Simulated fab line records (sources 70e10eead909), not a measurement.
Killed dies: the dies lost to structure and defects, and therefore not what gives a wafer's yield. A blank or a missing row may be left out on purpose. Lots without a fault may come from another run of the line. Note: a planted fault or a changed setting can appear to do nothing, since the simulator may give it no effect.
fab line records	flow nand_harc	part 1 of 2: steps 1 to 4 of 6
[record] lots = 24	wafers = 72	last_day = 25
route steps=1159 shown A_BLC@990 A_M0@1008 A_M1@1036 HYBRID_BOND@1099
lots that met no fault: taken from a fault-free run of the same line
start_h: start of the lot's first displayed wafer, in hours after the record's first day	wait_h: hours elapsed since this lot's preceding step	" the same as in the row above	L1.1+2: a row that stands for several wafers	- no value, or no start given	* or withheld: withheld	< > ~ a bound
route shown NAME@n: names a module that has steps shown in the file, with the first one's number in the route	usual: mean/standard deviation of fault-free wafers	same: alike in all rows	chamber/n: place in a boat	sites: readings site by site	_std_site: their standard deviation	_edge_site: inner sites' mean taken away from outer sites' mean	radius_mm: how far each site lies from the wafer's centre	mask NAME#n: copy n	behind: tool/chamber where the wafer was last shaped	hold: what put the lot on hold/how long, in hours/how the hold closed	device: names the non-switching transistor (n, p or np)	end of line: tests run on the same wafers once the route is complete	for a step that has no rows: nothing shown but its recipe	killed: not the wafer's yield, but the dies lost to structure and defects at the first sort	map: a wafer's dies, marking killed ones x, the rest . and places with no die _
set.NAME: the setting as run; set.NAME@STEP: as run at that earlier step	model.NAME: the simulator's own value behind a step, which no gauge read
route steps across a sampled set of lots; one table per step, one row per wafer
services: from which hour (start_h, from the record's first day; less than 0 if before it) a tool's chamber was out of use, for how many hours, and why
[[steps]]
[step NHARC_A_BLC_CMP_25]
[recipe] t_overpolish_s = 30	target_thk_nm = 150
[usual] motor_current_A = 11.2/1.1	overpolish_run_s = 29.999/0.0091	time_to_endpoint_s = 30/3.6
lot.wafer	tool	chamber	start_h	wait_h	motor_current_A	overpolish_run_s	time_to_endpoint_s
L075.4	cmp-02	1	394.00	0.2	11.2	29.999	25
L075.2	"	0	"	"	11.0	29.996	28
L075.5	"	1	"	"	11.0	30.010	26
L074.2	cmp-02	2	402.93	0.4	10.9	29.993	34
L074.4	"	3	"	"	11.0	29.996	32
L074.5	"	2	"	"	10.5	29.991	32
L077.1	cmp-02	3	411.56	0.5	11.2	29.987	27
L077.4	"	1	"	"	11.5	29.989	24
L077.6	"	3	"	"	10.8	30.012	30
L076.1	cmp-02	0	417.22	0.4	10.7	29.994	29
L076.2	"	1	"	"	11.1	30.003	25
L076.5	"	3	"	"	10.9	29.994	28
L078.3	cmp-04	0	420.69	0.3	12.5	29.997	25
L078.1	"	2	"	"	10.2	30.005	33
L078.5	"	0	"	"	12.3	30.003	22
L080.4	cmp-01	0	425.13	0.3	13.5	29.995	33
L080.3	"	2	"	"	15.1	30.007	37
L080.5	"	0	"	"	14.1	30.010	33
L079.4	cmp-01	3	425.26	0.3	11.5	30.024	39
L079.5	"	3	"	"	10.9	29.980	38
L079.6	"	0	"	"	14.3	30.001	33
L083.3	cmp-02	1	436.52	0.2	11.2	29.997	27
L083.1	"	2	"	"	11.1	29.985	31
L083.2	"	0	"	"	10.1	30.004	30
L082.3	cmp-01	2	442.64	0.3	15.3	30.000	33
L082.2	"	0	"	"	13.8	29.994	31
L082.5	"	2	"	"	14.9	29.982	33
L081.2	cmp-04	2	449.04	0.4	10.2	30.001	33
L081.3	"	3	"	"	10.3	30.002	27
L081.5	"	3	"	"	10.7	29.985	26
L085.2	cmp-04	2	450.60	0.5	10.2	29.987	37
L085.1	"	0	"	"	12.2	29.992	25
L085.6	"	3	"	"	10.7	30.003	29
L084.3	cmp-04	0	452.48	0.3	12.2	30.000	21
L084.1	"	2	"	"	10.1	29.984	33
L084.2	"	3	"	"	11.0	30.004	31
L088.1	cmp-02	0	460.40	0.4	10.7	30.011	31
L088.4	"	1	"	"	10.8	29.993	28
L088.2	"	2	"	"	10.1	30.000	31
L087.4	cmp-02	0	464.53	0.2	10.5	30.010	29
L087.3	"	2	"	"	10.1	30.004	31
L087.5	"	1	"	"	10.7	29.997	28
L090.3	cmp-02	0	477.37	0.2	10.7	30.004	28
L090.4	"	1	"	"	11.3	29.986	28
L090.2	"	2	"	"	10.4	29.995	30
L086.3	cmp-04	1	479.03	0.2	11.1	30.013	29
L086.1	"	2	"	"	10.0	29.992	36
L086.6	"	2	"	"	10.1	30.027	36
L089.2	cmp-04	0	480.41	0.4	12.0	30.001	24
L089.1	"	2	"	"	9.6	30.001	34
L089.5	"	1	"	"	11.0	30.008	29
L091.1	cmp-01	3	503.11	0.4	11.7	29.980	38
L091.2	"	0	"	"	12.7	30.014	33
L091.6	"	1	"	"	9.8	30.003	31
L092.3	cmp-02	0	504.09	0.3	11.1	29.997	26
L092.1	"	1	"	"	11.3	30.004	27
L092.5	"	0	"	"	10.6	29.999	27
L093.3	cmp-02	3	504.56	0.4	10.7	29.996	33
L093.5	"	1	"	"	10.9	29.993	31
L093.6	"	2	"	"	10.3	30.009	32
L096.3	cmp-04	1	528.79	0.3	11.7	30.001	30
L096.1	"	2	"	"	10.1	30.000	36
L096.4	"	3	"	"	10.8	30.009	32
L094.4	cmp-04	2	533.54	0.2	10.7	29.977	32
L094.3	"	0	"	"	12.6	30.002	25
L094.2	"	1	"	"	11.0	29.993	27
L095.2	cmp-02	3	533.97	0.5	10.8	30.001	31
L095.4	"	0	"	"	11.0	30.007	28
L095.5	"	3	"	"	11.2	30.006	29
L097.4	cmp-02	1	540.60	0.4	11.3	29.996	29
L097.3	"	3	"	"	11.0	29.985	30
L097.6	"	0	"	"	10.1	29.981	27
[step NHARC_A_M0_ETCH_34]
[recipe] target_depth_a = 400	overetch_a = 120	time_s = 43.94	ion_energy_ev = 200	n2_flow_sccm = 150	h2_flow_sccm = 150	ar_flow_sccm = 0	rf_w = 400	bias_w = 150	chemistry = N2/H2
[usual] drypump_motor_current_A = 5.9/0.4	oes_product_au = 1.011/0.014	rf_vpp_V = 431.3/2.7	showerhead_plenum_p_Torr = 2.07/0.092	throttle_valve_pct = 14.172/0.0087
lot.wafer	tool	chamber	start_h	wait_h	drypump_motor_current_A	oes_product_au	rf_hours_counter_h	rf_vpp_V	showerhead_plenum_p_Torr	throttle_valve_pct
L075.4	rie_diel-09	0	395.46	0.1	5.9	1.002	7.5	433.6	2.12	14.170
L075.2	"	2	"	"	6.3	0.989	9.2	433.9	2.17	14.178
L075.5	"	3	"	"	5.9	1.033	-	434.9	2.19	14.169
L074.4	rie_diel-05	2	404.38	0.1	5.7	1.002	4.1	427.3	1.91	14.181
L074.2	"	0	"	"	5.7	1.017	4.5	429.8	2.02	14.187
L074.5	"	2	"	"	5.7	1.025	-	426.8	1.91	14.174
L077.1	rie_diel-05	1	413.01	0.1	5.2	1.036	5.1	430.0	2.03	14.159
L077.4	"	3	"	"	6.2	1.033	5.7	432.8	2.13	14.171
L077.6	"	0	"	"	5.7	1.013	-	429.9	2.02	14.170
L076.1	rie_diel-05	3	418.63	0.1	6.2	1.015	6.3	432.9	2.13	14.150
L076.2	"	0	"	"	5.7	1.006	6.5	431.5	2.02	14.180
L076.5	"	3	"	"	6.2	1.013	-	432.3	2.13	14.163
L078.1	rie_diel-05	3	422.11	0.1	6.2	1.015	6.4	433.1	2.13	14.170
L078.3	"	1	"	"	5.2	1.020	6.1	431.0	2.03	14.171
L078.5	"	3	"	"	6.2	1.013	-	432.9	2.13	14.185
L080.3	rie_diel-05	2	426.70	0.1	5.7	1.017	6.0	426.7	1.91	14.176
L080.4	"	0	"	"	5.7	0.997	6.7	430.5	2.02	14.173
L080.5	"	2	"	"	5.7	1.019	-	427.2	1.91	14.181
L079.4	rie_diel-09	2	426.98	0.1	6.3	0.996	11.9	434.3	2.17	14.181
L079.5	"	3	"	"	5.9	1.024	-	435.2	2.19	14.180
L079.6	"	0	"	"	5.9	0.998	-	433.0	2.12	14.166
L083.1	rie_diel-01	2	438.09	0.1	6.0	0.988	7.5	426.4	1.90	14.184
L083.2	"	3	"	"	5.7	1.000	7.2	430.3	2.03	14.176
L083.3	"	0	"	"	5.7	1.024	7.6	429.1	2.01	14.181
L082.2	rie_diel-05	1	444.20	0.1	5.3	1.025	7.5	428.8	2.03	14.165
L082.3	"	2	"	"	5.7	1.043	8.1	427.0	1.91	14.186
L082.5	"	1	"	"	5.2	1.037	-	430.0	2.03	14.163
L081.2	rie_diel-05	1	450.51	0.1	5.2	1.016	8.1	430.9	2.03	14.178
L081.3	"	3	"	"	6.2	1.010	9.2	432.3	2.13	14.163
L081.5	"	1	"	"	5.2	1.028	-	430.5	2.03	14.195
L085.2	rie_diel-09	3	452.17	0.1	6.0	1.012	1.4	435.0	2.19	14.179
L085.1	"	2	"	"	6.3	1.012	1.4	432.7	2.17	14.166
L085.6	"	0	"	"	5.9	1.004	-	431.8	2.12	14.161
L084.3	rie_diel-05	0	454.26	0.1	5.7	1.023	8.8	430.1	2.01	14.169
L084.2	"	1	"	"	5.2	1.024	8.2	430.5	2.03	14.180
L084.1	"	2	"	"	5.7	1.027	8.7	426.7	1.91	14.186
L088.1	rie_diel-05	3	461.86	0.1	6.2	1.010	9.7	431.8	2.13	14.183
L088.4	"	0	"	"	5.7	1.018	9.5	430.7	2.01	14.180
L088.2	"	1	"	"	5.3	1.024	8.9	430.5	2.03	14.172
L087.4	rie_diel-05	1	466.12	0.1	5.2	1.028	10.1	428.6	2.03	14.168
L087.3	"	2	"	"	5.7	1.031	10.2	424.9	1.91	14.159
L087.5	"	2	"	"	5.7	1.027	-	426.8	1.91	14.172
L090.4	rie_diel-01	0	478.95	0.1	5.7	1.022	11.9	429.8	2.01	14.159
L090.2	"	1	"	"	5.3	1.006	12.1	430.8	2.07	14.173
L090.3	"	2	"	"	6.0	0.992	11.2	425.8	1.90	14.182
L086.1	rie_diel-01	1	480.50	0.1	5.3	1.006	12.2	431.6	2.07	14.167
L086.3	"	3	"	"	5.7	0.993	10.0	431.7	2.03	14.175
L086.6	"	2	"	"	6.0	0.990	-	427.8	1.90	14.168
L089.1	rie_diel-09	2	482.29	0.1	6.3	1.010	3.5	434.0	2.17	14.173
L089.2	"	0	"	"	5.9	0.978	4.3	433.5	2.12	14.167
L089.5	"	3	"	"	5.9	1.008	-	436.2	2.19	14.163
L091.2	rie_diel-09	2	504.63	0.1	6.3	1.014	5.0	434.5	2.17	14.182
L091.1	"	3	"	"	5.9	1.005	5.7	434.2	2.19	14.177
L091.6	"	3	"	"	5.9	1.011	-	434.7	2.19	14.162
L092.1	rie_diel-09	2	505.65	0.1	6.3	1.011	5.1	433.5	2.17	14.185
L092.3	"	0	"	"	5.9	0.989	5.8	433.4	2.12	14.173
L092.5	"	3	"	"	5.9	1.010	-	434.4	2.19	14.169
L093.3	rie_diel-09	1	506.45	0.4	6.8	1.009	5.6	435.0	2.13	14.155
L093.6	"	1	"	"	6.8	1.014	-	432.2	2.13	14.173
L093.5	"	2	"	"	6.3	1.021	-	435.2	2.17	14.154
L096.4	rie_diel-01	1	530.34	0.1	5.3	0.993	0.9	431.3	2.07	14.179
L096.3	"	2	"	"	6.0	0.994	1.1	426.3	1.90	14.162
L096.1	"	3	"	"	5.7	1.010	1.1	430.6	2.03	14.180
L094.2	rie_diel-09	2	534.98	0.1	6.3	0.999	7.6	432.2	2.16	14.169
L094.3	"	3	"	"	5.9	1.017	8.2	434.0	2.19	14.171
L094.4	"	0	"	"	5.9	0.996	7.5	432.2	2.12	14.173
L095.2	rie_diel-09	3	535.56	0.1	5.9	1.012	8.2	433.8	2.19	14.179
L095.4	"	0	"	"	5.9	0.989	7.6	432.2	2.12	14.188
L095.5	"	0	"	"	5.9	0.983	-	432.3	2.12	14.173
L097.4	rie_diel-09	1	542.14	0.1	6.7	0.996	7.4	432.8	2.13	14.163
L097.3	"	0	"	"	5.9	0.994	8.0	433.4	2.12	14.171
L097.6	"	2	"	"	6.3	1.015	-	433.9	2.17	14.176
[step NHARC_A_M0_STRIP_18]
[recipe] power_w = 1000	n2_flow_sccm = 150	h2_flow_sccm = 150	ar_flow_sccm = 0	bias_w = 0	chemistry = N2/H2
[usual] drypump_motor_current_A = 5.8/0.37	oes_product_au = 1.007/0.015	power_w = 999.7/2.9	rf_vpp_V = 90.7/1	showerhead_plenum_p_Torr = 2.05/0.089	throttle_valve_pct = 14.172/0.0098
lot.wafer	tool	chamber	start_h	wait_h	drypump_motor_current_A	oes_product_au	power_w	rf_hours_counter_h	rf_vpp_V	showerhead_plenum_p_Torr	throttle_valve_pct
L075.4	rie_diel-05	2	395.78	0.1	5.7	1.018	1003.4	4	91.3	1.91	14.196
L075.2	"	3	"	"	6.2	1.004	1003.9	4	92.8	2.13	14.173
L075.5	"	1	"	"	5.2	1.027	993.5	-	91.6	2.04	14.164
L074.2	rie_diel-09	0	404.66	0.1	5.9	0.997	1001.8	8	91.4	2.12	14.174
L074.4	"	1	"	"	6.7	0.985	995.8	10	91.9	2.13	14.159
L074.5	"	1	"	"	6.7	0.986	997.9	-	90.8	2.13	14.184
L077.1	rie_diel-09	3	413.30	0.1	5.9	1.035	1000.7	10	90.4	2.19	14.173
L077.4	"	1	"	"	6.7	0.987	997.2	10	90.3	2.13	14.172
L077.6	"	3	"	"	5.9	1.028	1001.8	-	91.2	2.19	14.169
L076.2	rie_diel-05	2	418.94	0.1	5.7	1.019	1005.2	6	89.4	1.91	14.186
L076.1	"	0	"	"	5.7	1.003	1000.1	7	88.1	2.02	14.164
L076.5	"	2	"	"	5.7	1.010	1004.5	-	90.4	1.91	14.164
L078.3	rie_diel-09	1	422.40	0.1	6.7	0.988	997.8	11	91.5	2.13	14.174
L078.1	"	2	"	"	6.3	1.005	997.4	12	92.2	2.17	14.181
L078.5	"	2	"	"	6.3	0.995	998.7	-	91.8	2.17	14.161
L080.4	rie_diel-05	3	427.04	0.1	6.2	1.003	998.8	7	90.5	2.13	14.177
L080.3	"	0	"	"	5.7	1.006	992.1	7	89.5	2.02	14.171
L080.5	"	2	"	"	5.7	1.028	998.1	-	92.7	1.91	14.173
L079.4	rie_diel-01	3	427.26	0.1	5.7	0.997	999.8	7	91.3	2.03	14.167
L079.5	"	3	"	"	5.7	0.999	998.5	-	90.1	2.03	14.157
L079.6	"	0	"	"	5.7	1.013	992.8	-	92.6	2.01	14.184
L083.3	rie_diel-05	3	438.38	0.1	6.2	1.018	1003.2	8	90.4	2.13	14.181
L083.2	"	0	"	"	5.7	1.009	1004.1	8	91.2	2.01	14.164
L083.1	"	1	"	"	5.2	1.021	996.2	7	89.4	2.03	14.177
L082.2	rie_diel-01	0	444.49	0.1	5.7	1.022	1000.4	8	92.0	2.01	14.180
L082.3	"	1	"	"	5.3	1.001	1000.9	8	91.0	2.07	14.159
L082.5	"	0	"	"	5.7	1.027	1005.1	-	91.8	2.01	14.168
L081.3	rie_diel-09	0	450.80	0.1	5.9	0.992	999.2	1	91.2	2.12	14.187
L081.2	"	2	"	"	6.3	1.003	1001.0	1	91.9	2.17	14.170
L081.5	"	1	"	"	6.7	0.984	999.2	-	91.1	2.13	14.162
L085.2	rie_diel-01	0	452.46	0.1	5.7	1.014	998.6	9	91.0	2.01	14.183
L085.1	"	1	"	"	5.3	1.002	998.7	9	91.4	2.07	14.194
L085.6	"	1	"	"	5.3	1.011	1000.6	-	89.9	2.07	14.159
L084.2	rie_diel-09	3	454.54	0.1	6.0	1.001	997.7	2	91.1	2.19	14.164
L084.1	"	1	"	"	6.7	0.999	999.8	2	91.7	2.13	14.185
L084.3	"	2	"	"	6.3	1.008	1001.8	2	93.2	2.17	14.179
L088.1	rie_diel-01	1	462.14	0.1	5.3	1.006	995.1	10	90.7	2.07	14.178
L088.2	"	3	"	"	5.7	1.005	993.1	9	90.4	2.03	14.180
L088.4	"	0	"	"	5.7	1.017	999.2	9	90.8	2.01	14.177
L087.3	rie_diel-01	2	466.44	0.1	6.0	0.979	998.0	9	91.7	1.90	14.193
L087.4	"	2	"	"	6.0	0.987	1000.1	-	89.5	1.90	14.185
L087.5	"	0	"	"	5.7	1.014	1003.0	-	89.3	2.01	14.171
L090.2	rie_diel-05	2	479.23	0.1	5.7	1.024	998.7	12	89.2	1.91	14.178
L090.4	"	3	"	"	6.2	0.992	1001.1	12	90.9	2.13	14.173
L090.3	"	0	"	"	5.7	1.001	1002.7	12	89.8	2.01	14.171
L086.3	rie_diel-05	1	480.81	0.1	5.2	1.014	996.8	11	90.3	2.03	14.164
L086.1	"	2	"	"	5.7	1.036	995.7	12	89.7	1.91	14.175
L086.6	"	2	"	"	5.7	1.038	995.9	-	89.7	1.91	14.180
L089.1	rie_diel-05	2	482.57	0.1	5.7	1.031	997.9	12	89.6	1.91	14.166
L089.2	"	3	"	"	6.2	1.002	997.8	12	90.8	2.13	14.149
L089.5	"	3	"	"	6.2	1.018	996.8	-	91.2	2.13	14.187
L091.2	rie_diel-01	0	504.95	0.1	5.7	1.017	1002.1	0	89.4	2.01	14.167
L091.1	"	2	"	"	6.0	1.006	1000.8	0	89.9	1.90	14.152
L091.6	"	0	"	"	5.7	1.015	998.5	-	90.8	2.01	14.161
L092.1	rie_diel-01	2	505.94	0.1	6.0	1.001	998.5	0	89.5	1.90	14.162
L092.3	"	1	"	"	5.4	0.991	999.3	0	90.9	2.07	14.161
L092.5	"	2	"	"	6.0	0.999	998.3	-	90.0	1.90	14.169
L093.3	rie_diel-09	0	506.76	0.1	5.9	0.991	1000.8	6	91.5	2.12	14.141
L093.5	"	3	"	"	5.9	1.016	1000.4	-	92.1	2.19	14.159
L093.6	"	0	"	"	5.9	0.991	998.2	-	91.2	2.12	14.173
L096.1	rie_diel-09	0	530.65	0.1	5.9	0.985	996.0	7	91.3	2.12	14.166
L096.4	"	1	"	"	6.7	1.002	993.0	7	90.4	2.13	14.169
L096.3	"	2	"	"	6.3	1.006	998.6	7	91.2	2.17	14.177
L094.2	rie_diel-01	3	535.31	0.1	5.7	1.016	998.7	2	90.0	2.03	14.176
L094.4	"	0	"	"	5.7	1.006	1000.4	1	90.6	2.00	14.180
L094.3	"	1	"	"	5.3	0.988	996.6	2	90.2	2.07	14.176
L095.2	rie_diel-01	0	535.88	0.1	5.7	1.009	1003.5	1	90.9	2.00	14.171
L095.4	"	1	"	"	5.4	0.991	1006.2	2	90.7	2.07	14.167
L095.5	"	0	"	"	5.7	0.992	998.3	-	91.5	2.00	14.172
L097.3	rie_diel-01	3	542.46	0.1	5.7	1.023	1005.2	2	89.8	2.03	14.184
L097.4	"	1	"	"	5.3	0.997	998.5	2	90.6	2.07	14.178
L097.6	"	2	"	"	6.0	0.997	1002.1	-	90.4	1.90	14.170
[step NHARC_A_M1_CD_MEAS_09]
[recipe] target_cd_nm = 120	landing_energy_ev = 500
[usual] cd_nm = 120.2/0.82
lot.wafer	tool	chamber	start_h	wait_h	cd_nm
L075.2	cd_sem-01	0	399.30	-	119.3
L075.4	"	0	"	"	119.5
L075.5	"	0	"	"	120.3
L074.2	cd_sem-03	0	408.50	-	119.4
L074.4	"	0	"	"	120.2
L074.5	"	0	"	"	120.2
L077.1	cd_sem-03	0	416.67	-	119.7
L077.4	"	0	"	"	119.0
L077.6	"	0	"	"	119.4
L076.1	cd_sem-03	0	422.73	-	121.3
L076.2	"	0	"	"	122.2
L076.5	"	0	"	"	120.8
L078.1	cd_sem-02	0	425.89	-	119.4
L078.3	"	0	"	"	120.2
L078.5	"	0	"	"	119.9
L080.3	cd_sem-03	0	430.63	-	119.7
L080.4	"	0	"	"	120.1
L080.5	"	0	"	"	120.7
L079.4	cd_sem-01	0	430.89	-	119.8
L079.5	"	0	"	"	119.8
L079.6	"	0	"	"	120.1
L083.1	cd_sem-03	0	442.02	-	120.1
L083.2	"	0	"	"	121.4
L083.3	"	0	"	"	119.3
L082.2	cd_sem-01	0	447.97	-	119.0
L082.3	"	0	"	"	120.4
L082.5	"	0	"	"	120.2
L081.2	cd_sem-02	0	454.50	-	120.0
L081.3	"	0	"	"	120.8
L081.5	"	0	"	"	122.6
L085.1	cd_sem-01	0	455.99	-	120.1
L085.2	"	0	"	"	121.0
L085.6	"	0	"	"	121.2
L084.1	cd_sem-02	0	458.30	-	120.5
L084.2	"	0	"	"	120.5
L084.3	"	0	"	"	121.5
L088.1	cd_sem-01	0	465.70	-	120.9
L088.2	"	0	"	"	121.0
L088.4	"	0	"	"	121.8
L087.3	cd_sem-01	0	469.97	-	120.7
L087.4	"	0	"	"	120.0
L087.5	"	0	"	"	120.4
L090.2	cd_sem-01	0	482.77	-	121.0
L090.3	"	0	"	"	120.2
L090.4	"	0	"	"	119.3
L086.1	cd_sem-01	0	484.30	-	120.0
L086.3	"	0	"	"	120.1
L086.6	"	0	"	"	121.0
L089.1	cd_sem-01	0	486.22	-	119.5
L089.2	"	0	"	"	120.3
L089.5	"	0	"	"	120.0
L091.1	cd_sem-02	0	508.43	-	120.5
L091.2	"	0	"	"	120.2
L091.6	"	0	"	"	120.0
L092.1	cd_sem-02	0	509.51	-	119.7
L092.3	"	0	"	"	119.3
L092.5	"	0	"	"	119.2
L093.3	cd_sem-03	0	510.23	-	120.0
L093.5	"	0	"	"	121.3
L093.6	"	0	"	"	120.4
L096.1	cd_sem-03	0	534.20	-	121.9
L096.3	"	0	"	"	119.8
L096.4	"	0	"	"	120.0
L094.2	cd_sem-03	0	538.94	-	119.9
L094.3	"	0	"	"	121.2
L094.4	"	0	"	"	120.3
L095.2	cd_sem-03	0	539.39	-	120.1
L095.4	"	0	"	"	119.9
L095.5	"	0	"	"	121.1
L097.3	cd_sem-03	0	546.22	-	119.4
L097.4	"	0	"	"	119.8
L097.6	"	0	"	"	120.7
